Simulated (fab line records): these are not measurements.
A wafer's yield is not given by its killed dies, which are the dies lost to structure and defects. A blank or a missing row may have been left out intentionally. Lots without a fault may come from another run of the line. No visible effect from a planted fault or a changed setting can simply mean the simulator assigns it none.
Split-lot study    flow n5 finfet    on a route of 1938 steps: 7 lots, 21 wafers read

== THE SPLIT ==
At N5_BEOL_M5_ETCH_68 (etches SOC in N2/H2, target depth 80 nm, overetch 16 nm, time 120 s), the setting time s was moved away from the recipe's 120 s on 7 of the 21 wafers read, by -7.2% to +22.2%. All remaining wafers had this setting at the recipe value.

Reading taken at the split's own step.

== THE READING ==
SiARC_of_BEOL_M5_COAT_66.thk nm (the simulator's own value, which no gauge read), in nm, at N5_BEOL_M5_ETCH_68 (etches SOC in N2/H2, target depth 80 nm, overetch 16 nm, time 120 s). There is no usual value for it anywhere in the file. Here, 14 wafers ran the recipe; their average is 6.4 nm with a standard deviation of 0.18 nm.

wafer   tool, chamber at the split  time s as run, s  against the recipe  SiARC_of_BEOL_M5_COAT_66.thk nm, nm  against lot-mates on the recipe
L074.2  rie diel-01, 3              120               recipe              6.4                                  -
L074.6  rie diel-01, 3              120               recipe              6.4                                  -
L074.3  rie diel-01, 0              120               recipe              6.2                                  -
L075.2  rie diel-02, 3              120               recipe              6.4                                  -
L075.3  rie diel-02, 2              120               recipe              6.6                                  -
L075.6  rie diel-02, 2              120               recipe              6.6                                  -
L084.1  rie diel-02, 2              113.2             -5.7%               6.8                                  +0.2
L084.5  rie diel-02, 2              120               recipe              6.6                                  -
L084.6  rie diel-02, 1              113.2             -5.7%               6.6                                  +0.0
L087.3  rie diel-02, 2              120               recipe              6.6                                  -
L087.4  rie diel-02, 3              146.7             +22.2%              5.2                                  -1.4
L087.6  rie diel-02, 0              146.7             +22.2%              5.4                                  -1.2
L085.2  rie diel-05, 0              111.4             -7.2%               7                                    +0.8
L085.4  rie diel-05, 3              111.4             -7.2%               6.6                                  +0.4
L085.6  rie diel-05, 1              120               recipe              6.2                                  -
L088.1  rie diel-02, 3              140.2             +16.8%              5.4                                  -1.2
L088.3  rie diel-02, 0,2            120               recipe              6.6                                  -
L088.4  rie diel-02, 0,2            120               recipe              6.6                                  -
L090.2  rie diel-05, 2,3,2          120               recipe              6.2                                  -
L090.3  rie diel-05, 2,3,2          120               recipe              6.2                                  -
L090.5  rie diel-05, 2,3,2          120               recipe              6.2                                  -
If several chambers appear in one row, that row covers several wafers at once and the file leaves open which wafer was in which chamber.

THE FIT
A straight line over all 21 wafers: SiARC_of_BEOL_M5_COAT_66.thk nm changes by -0.0523 nm for each +1% of time s; r = -0.93; the points scatter about the line by 0.17 nm.
The same after taking each lot's own level away (the mean of its wafers on the recipe; 21 wafers): -0.0607 nm for each +1%; r = -0.96; scatter 0.14 nm.
On that fit, the largest move of time s shifts the reading by 1.3 nm.
The lots' own levels span 6.20 to 6.60 nm, that is 2.3 times the standard deviation above.
In other words, the slope is changed by the lot-to-lot level; the two fits disagree.
Check: for one of the wafers moved furthest among these (+22.2%), held out of the fit, the line's prediction against its lot-mates is -1.34 nm. It came out at -1.4 nm against them.

== FURTHER SPLITS ON THESE WAFERS ==
Before the reading, these wafers also passed through other splits. Each is held against what the fit with the lots' levels taken away leaves over:
other split on the same wafers            wafers away from the commonest value  r with SiARC_of_BEOL_M5_COAT_66.thk nm (lot level and that fit taken away)
N5_MOL_CONTACT_COAG_ALD_123 ald cycles    7                                     +0.24
N5_MOL_CONTACT_COAG_CVD_140 target thk a  9                                     +0.00
N5_BEOL_M0_ETCH_128 source w              8                                     -0.05
N5_BEOL_M0_ETCH_109 bias w                4                                     +0.11
N5_BEOL_M1_EXPOSE_25 dose mj              6                                     +0.15
N5_BEOL_M2_ETCH_69 bias w                 4                                     +0.42
N5_BEOL_M4_HM_DEP_02 target thk a         8                                     -0.21
N5_BEOL_M4_COAT_62 spin rpm               7                                     +0.26

== FILE'S OWN FIT ==
SiARC_of_BEOL_M5_COAT_66.thk nm changes by -0.0626 nm for each +1% of time s, r = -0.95.
